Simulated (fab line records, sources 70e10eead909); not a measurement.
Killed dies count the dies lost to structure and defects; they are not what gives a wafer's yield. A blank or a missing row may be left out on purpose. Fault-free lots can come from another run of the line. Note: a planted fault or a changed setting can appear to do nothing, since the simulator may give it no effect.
The tool behind it: which one? / flow nand_harc / Sampling: 24 lots, 72 wafers, 5 of 1159 route steps

WHAT THE GAUGES SHOWED, per wafer
NHARC_A_CONTACT_INSPECT_23.
lot=L077; measured=day 17 20:22; on=defect_inspect-01; raw_defect_count=434 772 449
lot=L075; measured=day 17 20:54; on=defect_inspect-01; raw_defect_count=476 345 375
lot=L076; measured=day 17 23:25; on=defect_inspect-01; raw_defect_count=477 579 615
lot=L074; measured=day 18 00:05; on=defect_inspect-01; raw_defect_count=376 366 527
lot=L078; measured=day 18 03:23; on=defect_inspect-01; raw_defect_count=392 349 333
lot=L079; measured=day 18 07:43; on=defect_inspect-02; raw_defect_count=269 305 291
lot=L081; measured=day 18 18:16; on=defect_inspect-01; raw_defect_count=307 220 409
lot=L080; measured=day 18 19:03; on=defect_inspect-02; raw_defect_count=410 452 317
lot=L083; measured=day 19 19:26; on=defect_inspect-02; raw_defect_count=384 491 389
lot=L082; measured=day 19 23:22; on=defect_inspect-02; raw_defect_count=634 580 682
lot=L085; measured=day 20 01:14; on=defect_inspect-01; raw_defect_count=434 321 360
lot=L084; measured=day 20 09:06; on=defect_inspect-02; raw_defect_count=363 419 330
lot=L086; measured=day 20 10:17; on=defect_inspect-02; raw_defect_count=452 325 376
lot=L087; measured=day 20 15:57; on=defect_inspect-02; raw_defect_count=240 352 328
lot=L088; measured=day 20 19:14; on=defect_inspect-01; raw_defect_count=731 531 858
lot=L089; measured=day 21 14:36; on=defect_inspect-02; raw_defect_count=273 295 255
lot=L090; measured=day 21 15:20; on=defect_inspect-02; raw_defect_count=439 568 542
lot=L092; measured=day 21 17:06; on=defect_inspect-01; raw_defect_count=429 456 622
lot=L091; measured=day 21 17:15; on=defect_inspect-02; raw_defect_count=346 342 319
lot=L093; measured=day 22 01:51; on=defect_inspect-02; raw_defect_count=347 306 752
lot=L095; measured=day 22 15:53; on=defect_inspect-02; raw_defect_count=438 500 277
lot=L096; measured=day 22 16:40; on=defect_inspect-02; raw_defect_count=333 268 308
lot=L094; measured=day 22 17:07; on=defect_inspect-02; raw_defect_count=471 459 466
lot=L097; measured=day 23 03:27; on=defect_inspect-02; raw_defect_count=353 355 393

NHARC_A_BLC_INSPECT_28.
lot=L077; measured=day 17 23:52; on=defect_inspect-01; raw_defect_count=497 739 499
lot=L075; measured=day 18 00:48; on=defect_inspect-02; raw_defect_count=544 408 601
lot=L076; measured=day 18 02:57; on=defect_inspect-02; raw_defect_count=285 568 413
lot=L074; measured=day 18 03:47; on=defect_inspect-02; raw_defect_count=551 466 391
lot=L078; measured=day 18 07:25; on=defect_inspect-02; raw_defect_count=311 448 367
lot=L079; measured=day 18 15:01; on=defect_inspect-02; raw_defect_count=293 364 479
lot=L081; measured=day 18 21:47; on=defect_inspect-02; raw_defect_count=368 493 557
lot=L080; measured=day 18 22:34; on=defect_inspect-01; raw_defect_count=611 448 468
lot=L083; measured=day 19 23:27; on=defect_inspect-01; raw_defect_count=373 352 356
lot=L082; measured=day 20 05:16; on=defect_inspect-02; raw_defect_count=447 384 350
lot=L085; measured=day 20 09:28; on=defect_inspect-02; raw_defect_count=467 401 284
lot=L084; measured=day 20 15:12; on=defect_inspect-01; raw_defect_count=209 254 469
lot=L086; measured=day 20 15:38; on=defect_inspect-01; raw_defect_count=312 376 385
lot=L087; measured=day 20 20:09; on=defect_inspect-02; raw_defect_count=306 338 564
lot=L088; measured=day 20 23:13; on=defect_inspect-02; raw_defect_count=688 551 585
lot=L089; measured=day 21 18:14; on=defect_inspect-02; raw_defect_count=400 407 375
lot=L090; measured=day 21 18:59; on=defect_inspect-02; raw_defect_count=382 365 477
lot=L092; measured=day 21 20:46; on=defect_inspect-02; raw_defect_count=411 446 507
lot=L091; measured=day 21 20:56; on=defect_inspect-02; raw_defect_count=415 490 398
lot=L093; measured=day 22 05:34; on=defect_inspect-01; raw_defect_count=305 343 329
lot=L095; measured=day 22 19:27; on=defect_inspect-01; raw_defect_count=265 404 369
lot=L096; measured=day 22 23:11; on=defect_inspect-01; raw_defect_count=497 727 523
lot=L094; measured=day 23 02:31; on=defect_inspect-01; raw_defect_count=452 736 555
lot=L097; measured=day 23 07:34; on=defect_inspect-01; raw_defect_count=315 330 408

NHARC_A_M1_INSPECT_27.
lot=L077; measured=day 18 07:44; on=defect_inspect-01; raw_defect_count=383 508 482
lot=L075; measured=day 18 08:37; on=defect_inspect-02; raw_defect_count=366 392 432
lot=L076; measured=day 18 10:50; on=defect_inspect-01; raw_defect_count=411 452 501
lot=L074; measured=day 18 11:25; on=defect_inspect-01; raw_defect_count=417 383 328
lot=L078; measured=day 18 15:35; on=defect_inspect-02; raw_defect_count=617 553 390
lot=L079; measured=day 18 22:54; on=defect_inspect-01; raw_defect_count=442 521 507
lot=L081; measured=day 19 05:33; on=defect_inspect-01; raw_defect_count=414 317 493
lot=L080; measured=day 19 06:24; on=defect_inspect-01; raw_defect_count=406 369 434
lot=L083; measured=day 20 07:11; on=defect_inspect-01; raw_defect_count=383 393 547
lot=L082; measured=day 20 13:07; on=defect_inspect-01; raw_defect_count=570 599 518
lot=L085; measured=day 20 17:09; on=defect_inspect-02; raw_defect_count=375 379 345
lot=L084; measured=day 20 23:31; on=defect_inspect-01; raw_defect_count=481 264 402
lot=L086; measured=day 21 00:32; on=defect_inspect-01; raw_defect_count=518 413 399
lot=L087; measured=day 21 05:31; on=defect_inspect-02; raw_defect_count=389 541 351
lot=L088; measured=day 21 07:06; on=defect_inspect-02; raw_defect_count=568 363 425
lot=L089; measured=day 22 02:25; on=defect_inspect-01; raw_defect_count=392 430 434
lot=L090; measured=day 22 03:02; on=defect_inspect-01; raw_defect_count=316 502 358
lot=L092; measured=day 22 04:43; on=defect_inspect-02; raw_defect_count=774 451 783
lot=L091; measured=day 22 05:23; on=defect_inspect-02; raw_defect_count=395 544 551
lot=L093; measured=day 22 13:38; on=defect_inspect-02; raw_defect_count=308 427 474
lot=L095; measured=day 23 03:07; on=defect_inspect-01; raw_defect_count=333 327 347
lot=L096; measured=day 23 07:25; on=defect_inspect-01; raw_defect_count=487 380 455
lot=L094; measured=day 23 10:13; on=defect_inspect-01; raw_defect_count=428 395 400
lot=L097; measured=day 23 15:29; on=defect_inspect-02; raw_defect_count=364 388 354

EACH LOT AND THE TOOL THAT RAN IT (in order: tool; ch and the chambers of the sampled wafers; start)
lot=L077; NHARC_A_M0_DESCUM_14=rie_diel-13 ch 1,2, day 18 00:50; NHARC_A_M1_DESCUM_14=rie_diel-08 ch 0,1, day 18 05:03
lot=L075; NHARC_A_M0_DESCUM_14=rie_diel-13 ch 0,2, day 18 01:55; NHARC_A_M1_DESCUM_14=rie_diel-04 ch 1,2, day 18 05:57
lot=L076; NHARC_A_M0_DESCUM_14=rie_diel-11 ch 0,1, day 18 04:03; NHARC_A_M1_DESCUM_14=rie_diel-07 ch 1,3, day 18 08:13
lot=L074; NHARC_A_M0_DESCUM_14=rie_diel-11 ch 0,1,2, day 18 04:45; NHARC_A_M1_DESCUM_14=rie_diel-04 ch 0,1,2, day 18 08:49
lot=L078; NHARC_A_M0_DESCUM_14=rie_diel-11 ch 1,2, day 18 08:29; NHARC_A_M1_DESCUM_14=rie_diel-08 ch 2,3, day 18 12:58
lot=L079; NHARC_A_M0_DESCUM_14=rie_diel-11 ch 0,2,3, day 18 15:59; NHARC_A_M1_DESCUM_14=rie_diel-08 ch 0,1,3, day 18 20:21
lot=L081; NHARC_A_M0_DESCUM_14=rie_diel-01 ch 0,1,2, day 18 22:52; NHARC_A_M1_DESCUM_14=rie_diel-08 ch 0,1,2, day 19 02:52
lot=L080; NHARC_A_M0_DESCUM_14=rie_diel-01 ch 0,2,3, day 18 23:41; NHARC_A_M1_DESCUM_14=rie_diel-04 ch 1,2,3, day 19 03:48
lot=L083; NHARC_A_M0_DESCUM_14=rie_diel-01 ch 0,2,3, day 20 00:35; NHARC_A_M1_DESCUM_14=rie_diel-08 ch 0,1,3, day 20 04:38
lot=L082; NHARC_A_M0_DESCUM_14=rie_diel-13 ch 0,2,3, day 20 06:22; NHARC_A_M1_DESCUM_14=rie_diel-07 ch 2,3, day 20 10:27
lot=L085; NHARC_A_M0_DESCUM_14=rie_diel-11 ch 0,2,3, day 20 10:29; NHARC_A_M1_DESCUM_14=rie_diel-07 ch 2,3, day 20 14:35
lot=L084; NHARC_A_M0_DESCUM_14=rie_diel-13 ch 2,3, day 20 16:17; NHARC_A_M1_DESCUM_14=rie_diel-04 ch 0,2,3, day 20 20:55
lot=L086; NHARC_A_M0_DESCUM_14=rie_diel-11 ch 0,1,2, day 20 16:52; NHARC_A_M1_DESCUM_14=rie_diel-07 ch 0,1,3, day 20 21:55
lot=L087; NHARC_A_M0_DESCUM_14=rie_diel-01 ch 0,3, day 20 22:06; NHARC_A_M1_DESCUM_14=rie_diel-07 ch 0,2, day 21 02:32
lot=L088; NHARC_A_M0_DESCUM_14=rie_diel-01 ch 1,2,3, day 21 00:11; NHARC_A_M1_DESCUM_14=rie_diel-07 ch 1,2,3, day 21 04:14
lot=L089; NHARC_A_M0_DESCUM_14=rie_diel-11 ch 0,3, day 21 19:13; NHARC_A_M1_DESCUM_14=rie_diel-04 ch 0,1, day 21 23:23
lot=L090; NHARC_A_M0_DESCUM_14=rie_diel-11 ch 0,2,3, day 21 20:04; NHARC_A_M1_DESCUM_14=rie_diel-08 ch 0,2, day 22 00:07
lot=L092; NHARC_A_M0_DESCUM_14=rie_diel-13 ch 0,1,3, day 21 21:53; NHARC_A_M1_DESCUM_14=rie_diel-04 ch 2,3, day 22 02:05
lot=L091; NHARC_A_M0_DESCUM_14=rie_diel-01 ch 1,2, day 21 22:07; NHARC_A_M1_DESCUM_14=rie_diel-04 ch 2,3, day 22 02:43
lot=L093; NHARC_A_M0_DESCUM_14=rie_diel-01 ch 0,3, day 22 06:58; NHARC_A_M1_DESCUM_14=rie_diel-08 ch 1,3, day 22 11:03
lot=L095; NHARC_A_M0_DESCUM_14=rie_diel-01 ch 0,2, day 22 20:25; NHARC_A_M1_DESCUM_14=rie_diel-07 ch 1,3, day 23 00:32
lot=L096; NHARC_A_M0_DESCUM_14=rie_diel-13 ch 0,1,2, day 23 00:18; NHARC_A_M1_DESCUM_14=rie_diel-08 ch 0,1,2, day 23 04:46
lot=L094; NHARC_A_M0_DESCUM_14=rie_diel-13 ch 1,2,3, day 23 03:35; NHARC_A_M1_DESCUM_14=rie_diel-04 ch 0,2,3, day 23 07:39
lot=L097; NHARC_A_M0_DESCUM_14=rie_diel-11 ch 0,3, day 23 08:41; NHARC_A_M1_DESCUM_14=rie_diel-04 ch 0,1,2, day 23 12:53
- NHARC_A_M0_DESCUM_14: chemistry O2, time 3 s.
- NHARC_A_M1_DESCUM_14: chemistry O2, time 3 s.

WHAT THE TOOLS THEMSELVES READ (means of the sampled wafers that have a number; where no wafer has one, the mark that the record gives instead)
NHARC_A_M0_DESCUM_14.
lot=L077; tool=rie_diel-13; drypump_motor_current_A (A)=6.1; mfc_ar_sccm (sccm)=0.000; oes_product_au (a.u.)=0.995; rf_vpp_V (V)=58.0; showerhead_plenum_p_Torr (Torr)=1.88; throttle_valve_pct (%)=11.308
lot=L075; tool=rie_diel-13; drypump_motor_current_A (A)=5.7; mfc_ar_sccm (sccm)=0.000; oes_product_au (a.u.)=1.004; rf_vpp_V (V)=58.4; showerhead_plenum_p_Torr (Torr)=1.91; throttle_valve_pct (%)=11.312
lot=L076; tool=rie_diel-11; drypump_motor_current_A (A)=6.1; mfc_ar_sccm (sccm)=0.026; oes_product_au (a.u.)=0.985; rf_vpp_V (V)=58.5; showerhead_plenum_p_Torr (Torr)=1.94; throttle_valve_pct (%)=11.309
lot=L074; tool=rie_diel-11; drypump_motor_current_A (A)=6.2; mfc_ar_sccm (sccm)=0.025; oes_product_au (a.u.)=1.004; rf_vpp_V (V)=57.9; showerhead_plenum_p_Torr (Torr)=1.93; throttle_valve_pct (%)=11.316
lot=L078; tool=rie_diel-11; drypump_motor_current_A (A)=6.2; mfc_ar_sccm (sccm)=0.016; oes_product_au (a.u.)=0.997; rf_vpp_V (V)=58.2; showerhead_plenum_p_Torr (Torr)=1.92; throttle_valve_pct (%)=11.309
lot=L079; tool=rie_diel-11; drypump_motor_current_A (A)=6.1; mfc_ar_sccm (sccm)=0.027; oes_product_au (a.u.)=1.001; rf_vpp_V (V)=58.0; showerhead_plenum_p_Torr (Torr)=1.95; throttle_valve_pct (%)=11.306
lot=L081; tool=rie_diel-01; drypump_motor_current_A (A)=6.0; mfc_ar_sccm (sccm)=0.003; oes_product_au (a.u.)=0.997; rf_vpp_V (V)=57.9; showerhead_plenum_p_Torr (Torr)=1.95; throttle_valve_pct (%)=11.313
lot=L080; tool=rie_diel-01; drypump_motor_current_A (A)=5.9; mfc_ar_sccm (sccm)=0.008; oes_product_au (a.u.)=1.000; rf_vpp_V (V)=57.7; showerhead_plenum_p_Torr (Torr)=1.91; throttle_valve_pct (%)=11.315
lot=L083; tool=rie_diel-01; drypump_motor_current_A (A)=5.9; mfc_ar_sccm (sccm)=0.008; oes_product_au (a.u.)=0.984; rf_vpp_V (V)=58.5; showerhead_plenum_p_Torr (Torr)=1.91; throttle_valve_pct (%)=11.314
lot=L082; tool=rie_diel-13; drypump_motor_current_A (A)=5.5; mfc_ar_sccm (sccm)=0.009; oes_product_au (a.u.)=1.005; rf_vpp_V (V)=57.8; showerhead_plenum_p_Torr (Torr)=1.93; throttle_valve_pct (%)=11.302
lot=L085; tool=rie_diel-11; drypump_motor_current_A (A)=6.1; mfc_ar_sccm (sccm)=0.027; oes_product_au (a.u.)=0.994; rf_vpp_V (V)=58.8; showerhead_plenum_p_Torr (Torr)=1.95; throttle_valve_pct (%)=11.314
lot=L084; tool=rie_diel-13; drypump_motor_current_A (A)=5.9; mfc_ar_sccm (sccm)=0.009; oes_product_au (a.u.)=0.999; rf_vpp_V (V)=57.4; showerhead_plenum_p_Torr (Torr)=1.89; throttle_valve_pct (%)=11.303
lot=L086; tool=rie_diel-11; drypump_motor_current_A (A)=6.2; mfc_ar_sccm (sccm)=0.025; oes_product_au (a.u.)=1.003; rf_vpp_V (V)=57.8; showerhead_plenum_p_Torr (Torr)=1.93; throttle_valve_pct (%)=11.307
lot=L087; tool=rie_diel-01; drypump_motor_current_A (A)=5.9; mfc_ar_sccm (sccm)=0.006; oes_product_au (a.u.)=0.994; rf_vpp_V (V)=57.9; showerhead_plenum_p_Torr (Torr)=1.85; throttle_valve_pct (%)=11.311
lot=L088; tool=rie_diel-01; drypump_motor_current_A (A)=5.9; mfc_ar_sccm (sccm)=0.009; oes_product_au (a.u.)=1.003; rf_vpp_V (V)=58.3; showerhead_plenum_p_Torr (Torr)=1.99; throttle_valve_pct (%)=11.313
lot=L089; tool=rie_diel-11; drypump_motor_current_A (A)=5.9; mfc_ar_sccm (sccm)=0.037; oes_product_au (a.u.)=1.001; rf_vpp_V (V)=57.9; showerhead_plenum_p_Torr (Torr)=1.97; throttle_valve_pct (%)=11.310
lot=L090; tool=rie_diel-11; drypump_motor_current_A (A)=6.1; mfc_ar_sccm (sccm)=0.027; oes_product_au (a.u.)=1.002; rf_vpp_V (V)=57.9; showerhead_plenum_p_Torr (Torr)=1.94; throttle_valve_pct (%)=11.311
lot=L092; tool=rie_diel-13; drypump_motor_current_A (A)=5.1; mfc_ar_sccm (sccm)=0.009; oes_product_au (a.u.)=0.998; rf_vpp_V (V)=58.0; showerhead_plenum_p_Torr (Torr)=1.97; throttle_valve_pct (%)=11.311
lot=L091; tool=rie_diel-01; drypump_motor_current_A (A)=6.0; mfc_ar_sccm (sccm)=0.004; oes_product_au (a.u.)=0.995; rf_vpp_V (V)=57.7; showerhead_plenum_p_Torr (Torr)=2.00; throttle_valve_pct (%)=11.318
lot=L093; tool=rie_diel-01; drypump_motor_current_A (A)=5.9; mfc_ar_sccm (sccm)=0.006; oes_product_au (a.u.)=0.992; rf_vpp_V (V)=57.2; showerhead_plenum_p_Torr (Torr)=1.85; throttle_valve_pct (%)=11.306
lot=L095; tool=rie_diel-01; drypump_motor_current_A (A)=6.0; mfc_ar_sccm (sccm)=0.001; oes_product_au (a.u.)=0.990; rf_vpp_V (V)=57.3; showerhead_plenum_p_Torr (Torr)=1.86; throttle_valve_pct (%)=11.306
lot=L096; tool=rie_diel-13; drypump_motor_current_A (A)=5.7; mfc_ar_sccm (sccm)=0.000; oes_product_au (a.u.)=0.998; rf_vpp_V (V)=58.1; showerhead_plenum_p_Torr (Torr)=1.92; throttle_valve_pct (%)=11.315
lot=L094; tool=rie_diel-13; drypump_motor_current_A (A)=5.6; mfc_ar_sccm (sccm)=0.009; oes_product_au (a.u.)=0.999; rf_vpp_V (V)=58.2; showerhead_plenum_p_Torr (Torr)=1.93; throttle_valve_pct (%)=11.310
lot=L097; tool=rie_diel-11; drypump_motor_current_A (A)=5.9; mfc_ar_sccm (sccm)=0.037; oes_product_au (a.u.)=0.994; rf_vpp_V (V)=58.6; showerhead_plenum_p_Torr (Torr)=1.97; throttle_valve_pct (%)=11.321

NHARC_A_M1_DESCUM_14.
lot=L077; tool=rie_diel-08; drypump_motor_current_A (A)=5.7; mfc_ar_sccm (sccm)=0.019; oes_product_au (a.u.)=0.994; rf_vpp_V (V)=57.3; showerhead_plenum_p_Torr (Torr)=2.01; throttle_valve_pct (%)=11.301
lot=L075; tool=rie_diel-04; drypump_motor_current_A (A)=5.9; mfc_ar_sccm (sccm)=0.011; oes_product_au (a.u.)=0.985; rf_vpp_V (V)=57.7; showerhead_plenum_p_Torr (Torr)=1.93; throttle_valve_pct (%)=11.319
lot=L076; tool=rie_diel-07; drypump_motor_current_A (A)=5.9; mfc_ar_sccm (sccm)=0.003; oes_product_au (a.u.)=0.992; rf_vpp_V (V)=58.8; showerhead_plenum_p_Torr (Torr)=1.96; throttle_valve_pct (%)=11.309
lot=L074; tool=rie_diel-04; drypump_motor_current_A (A)=5.8; mfc_ar_sccm (sccm)=0.006; oes_product_au (a.u.)=0.996; rf_vpp_V (V)=57.6; showerhead_plenum_p_Torr (Torr)=1.92; throttle_valve_pct (%)=11.316
lot=L078; tool=rie_diel-08; drypump_motor_current_A (A)=5.9; mfc_ar_sccm (sccm)=0.009; oes_product_au (a.u.)=0.994; rf_vpp_V (V)=57.9; showerhead_plenum_p_Torr (Torr)=1.96; throttle_valve_pct (%)=11.316
lot=L079; tool=rie_diel-08; drypump_motor_current_A (A)=5.8; mfc_ar_sccm (sccm)=0.012; oes_product_au (a.u.)=0.979; rf_vpp_V (V)=58.2; showerhead_plenum_p_Torr (Torr)=1.99; throttle_valve_pct (%)=11.310
lot=L081; tool=rie_diel-08; drypump_motor_current_A (A)=5.5; mfc_ar_sccm (sccm)=0.014; oes_product_au (a.u.)=0.987; rf_vpp_V (V)=59.2; showerhead_plenum_p_Torr (Torr)=2.00; throttle_valve_pct (%)=11.312
lot=L080; tool=rie_diel-04; drypump_motor_current_A (A)=5.5; mfc_ar_sccm (sccm)=0.006; oes_product_au (a.u.)=0.998; rf_vpp_V (V)=57.1; showerhead_plenum_p_Torr (Torr)=1.97; throttle_valve_pct (%)=11.312
lot=L083; tool=rie_diel-08; drypump_motor_current_A (A)=5.8; mfc_ar_sccm (sccm)=0.012; oes_product_au (a.u.)=0.994; rf_vpp_V (V)=58.0; showerhead_plenum_p_Torr (Torr)=1.99; throttle_valve_pct (%)=11.306
lot=L082; tool=rie_diel-07; drypump_motor_current_A (A)=5.8; mfc_ar_sccm (sccm)=0.018; oes_product_au (a.u.)=0.995; rf_vpp_V (V)=58.0; showerhead_plenum_p_Torr (Torr)=1.94; throttle_valve_pct (%)=11.314
lot=L085; tool=rie_diel-07; drypump_motor_current_A (A)=5.8; mfc_ar_sccm (sccm)=0.018; oes_product_au (a.u.)=0.999; rf_vpp_V (V)=58.2; showerhead_plenum_p_Torr (Torr)=1.94; throttle_valve_pct (%)=11.314
lot=L084; tool=rie_diel-04; drypump_motor_current_A (A)=5.5; mfc_ar_sccm (sccm)=0.000; oes_product_au (a.u.)=0.999; rf_vpp_V (V)=58.4; showerhead_plenum_p_Torr (Torr)=1.97; throttle_valve_pct (%)=11.320
lot=L086; tool=rie_diel-07; drypump_motor_current_A (A)=5.6; mfc_ar_sccm (sccm)=0.002; oes_product_au (a.u.)=0.996; rf_vpp_V (V)=57.7; showerhead_plenum_p_Torr (Torr)=1.97; throttle_valve_pct (%)=11.311
lot=L087; tool=rie_diel-07; drypump_motor_current_A (A)=5.5; mfc_ar_sccm (sccm)=0.008; oes_product_au (a.u.)=0.997; rf_vpp_V (V)=57.9; showerhead_plenum_p_Torr (Torr)=1.94; throttle_valve_pct (%)=11.310
lot=L088; tool=rie_diel-07; drypump_motor_current_A (A)=5.7; mfc_ar_sccm (sccm)=0.010; oes_product_au (a.u.)=0.995; rf_vpp_V (V)=57.6; showerhead_plenum_p_Torr (Torr)=1.97; throttle_valve_pct (%)=11.318
lot=L089; tool=rie_diel-04; drypump_motor_current_A (A)=6.2; mfc_ar_sccm (sccm)=0.006; oes_product_au (a.u.)=0.988; rf_vpp_V (V)=57.2; showerhead_plenum_p_Torr (Torr)=1.88; throttle_valve_pct (%)=11.316
lot=L090; tool=rie_diel-08; drypump_motor_current_A (A)=5.4; mfc_ar_sccm (sccm)=0.004; oes_product_au (a.u.)=0.991; rf_vpp_V (V)=58.2; showerhead_plenum_p_Torr (Torr)=2.02; throttle_valve_pct (%)=11.313
lot=L092; tool=rie_diel-04; drypump_motor_current_A (A)=5.0; mfc_ar_sccm (sccm)=0.000; oes_product_au (a.u.)=0.995; rf_vpp_V (V)=57.5; showerhead_plenum_p_Torr (Torr)=2.01; throttle_valve_pct (%)=11.317
lot=L091; tool=rie_diel-04; drypump_motor_current_A (A)=5.2; mfc_ar_sccm (sccm)=0.000; oes_product_au (a.u.)=0.999; rf_vpp_V (V)=58.6; showerhead_plenum_p_Torr (Torr)=2.02; throttle_valve_pct (%)=11.303
lot=L093; tool=rie_diel-08; drypump_motor_current_A (A)=6.1; mfc_ar_sccm (sccm)=0.015; oes_product_au (a.u.)=0.998; rf_vpp_V (V)=58.2; showerhead_plenum_p_Torr (Torr)=1.96; throttle_valve_pct (%)=11.314
lot=L095; tool=rie_diel-07; drypump_motor_current_A (A)=5.6; mfc_ar_sccm (sccm)=0.002; oes_product_au (a.u.)=0.996; rf_vpp_V (V)=58.1; showerhead_plenum_p_Torr (Torr)=2.00; throttle_valve_pct (%)=11.314
lot=L096; tool=rie_diel-08; drypump_motor_current_A (A)=5.5; mfc_ar_sccm (sccm)=0.014; oes_product_au (a.u.)=0.999; rf_vpp_V (V)=58.1; showerhead_plenum_p_Torr (Torr)=2.00; throttle_valve_pct (%)=11.312
lot=L094; tool=rie_diel-04; drypump_motor_current_A (A)=5.4; mfc_ar_sccm (sccm)=0.000; oes_product_au (a.u.)=0.998; rf_vpp_V (V)=57.3; showerhead_plenum_p_Torr (Torr)=1.97; throttle_valve_pct (%)=11.313
lot=L097; tool=rie_diel-04; drypump_motor_current_A (A)=5.8; mfc_ar_sccm (sccm)=0.006; oes_product_au (a.u.)=0.999; rf_vpp_V (V)=58.2; showerhead_plenum_p_Torr (Torr)=1.92; throttle_valve_pct (%)=11.314

THE ANSWER, worked out from the rows above alone
Rule: the usual values come from the lots themselves. Put in order of their means at a reading, lots are off if they are a third of the lots or fewer, leave a main group of 4 or more, and stand apart from it by a gap of 3 or more times the standard deviation of the main group's means; of several such gaps the widest counts. A main group is skipped when, at the precision printed for the reading in the tables above, its means are all equal. Also off: a lot with no number at a reading for which 4 or more lots have one. Any other lot the step has rows for is counted as sound. After the gauges, taken in route order, come the tools' own readings; for these a lot's mean is taken, as printed above. The first step at which some lot is off is used, and at that step the reading that is off furthest; a lot without a number counts as furthest.
No lot is off on any of the readings shown, so nothing can be concluded from this.

WHAT THE SIMULATOR PUT IN
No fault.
